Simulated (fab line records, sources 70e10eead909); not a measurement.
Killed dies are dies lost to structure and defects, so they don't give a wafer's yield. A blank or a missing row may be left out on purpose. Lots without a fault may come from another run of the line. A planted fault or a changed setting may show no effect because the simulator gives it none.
A struck lot beside a sound one | flow nand_harc | 15 steps out of a route of 1302
Sound: wafers L819.1, L819.3, L819.4. Struck: wafer L834.2. (L834.3, L834.6 of the same lot were not struck and are left out.) The cause comes at the end.
At each step with rows: each side's tool, then ch and its chambers, then its first start. Under that, the readings that differ: sound wafers | struck wafers | difference of the means | sigmas: that difference in standard deviations of wafers without a fault.
alike: readings whose means differ by less than 2 such deviations, and words and numbers that are the same on both sides. not compared: withheld readings, readings that some wafer has no value for, bounds like >300 that may hide the same value, and numbers for which the record gives no deviation and whose values overlap.
The two part at a step that has a row with sigmas, a row that says differs or no value, or rows on one side only. Numbers that don't overlap but have no deviation are shown without sigmas and don't part them. A reading that every wafer of one side lacks parts them only if that side has two wafers or more.

first, 8 steps without rows for these wafers: NHARC_A_BLC_COAT_02 (time 75 s); NHARC_A_BLC_COAT_03 (time 65 s); NHARC_A_BLC_COAT_04 (resist thk 90 nm); NHARC_A_BLC_SOFTBAKE_05 (time 55 s); NHARC_A_BLC_EBR_06; NHARC_A_BLC_EXPOSE_07 (exposes mask A BLC, target cd 100 nm); NHARC_A_BLC_PEB_08 (peb time 65 s); NHARC_A_BLC_DEVELOP_09 (develop time 35 s).
NHARC_A_BLC_CD_MEAS_10: target cd 100 nm.
  sound on cd_sem-03 ch 0, day 23 03:42; struck on cd_sem-02 ch 0, day 30 13:00
  alike: cd_nm
NHARC_A_BLC_OVL_MEAS_11:
  sound on overlay-01, day 23 03:47; struck on overlay-02, day 30 13:05
  alike: overlay_x_nm, overlay_y_nm
NHARC_A_BLC_INSPECT_12:
  sound on defect_inspect-02, day 23 03:50; struck on defect_inspect-01, day 30 13:07
  reading          | sound    | struck | difference | sigmas
  raw_defect_count | 17 15 20 | 100    | +83        | +2
NHARC_A_BLC_DESCUM_15: chemistry O2, time 3 s.
  sound on rie_diel-09 ch 1,2, day 23 03:54; struck on rie_diel-09 ch 0, day 30 13:11
  alike: drypump_motor_current_A, oes_product_au, rf_vpp_V, showerhead_plenum_p_Torr, throttle_valve_pct
  not compared: rf_hours_counter_h
NHARC_A_BLC_ETCH_16: etches the open film in CF4, target depth 39 nm, time 65 s.
  sound on rie_diel-09 ch 1,2,3, day 23 03:59; struck on rie_diel-09 ch 0, day 30 13:17
  reading               | sound             | struck | difference | sigmas
  oes_product_au (a.u.) | 0.995 1.002 1.010 | 0.833  | -0.169     | -18
  alike: drypump_motor_current_A, rf_vpp_V, showerhead_plenum_p_Torr, throttle_valve_pct
  not compared: rf_hours_counter_h
NHARC_A_BLC_ETCH_17: etches the open film in N2/H2, target depth 390 nm, time 609.38 s.
  sound on rie_diel-09 ch 1,3; struck on rie_diel-09 ch 0
  alike: drypump_motor_current_A, oes_product_au, rf_vpp_V, showerhead_plenum_p_Torr, throttle_valve_pct
  not compared: rf_hours_counter_h
-- the record jumps here: 2 days lie between the struck wafers' starts before and after (it left off in module A_BLC and takes up again in module END, whose first step shown is number 1302 of the route) --
NHARC_END_SORT_01:
  sound on prober-01 ch 0, day 24 23:29; struck on prober-01 ch 0, day 32 13:58
  reading         | sound    | struck                   | difference                   | sigmas
  hold            | - - -    | await_dispo/2.9h/release | no value on the sound wafers |
  killed_at_array | 19 18 22 | 284                      | +264                         | +13
  killed_dies     | 25 18 24 | 287                      | +265                         | +13
  alike: killed_at_other, killed_at_periphery, killed_open, killed_short

WHERE THEY PART
First at NHARC_A_BLC_INSPECT_12; last, within this record, at NHARC_END_SORT_01.

WHY: what the simulator had put in
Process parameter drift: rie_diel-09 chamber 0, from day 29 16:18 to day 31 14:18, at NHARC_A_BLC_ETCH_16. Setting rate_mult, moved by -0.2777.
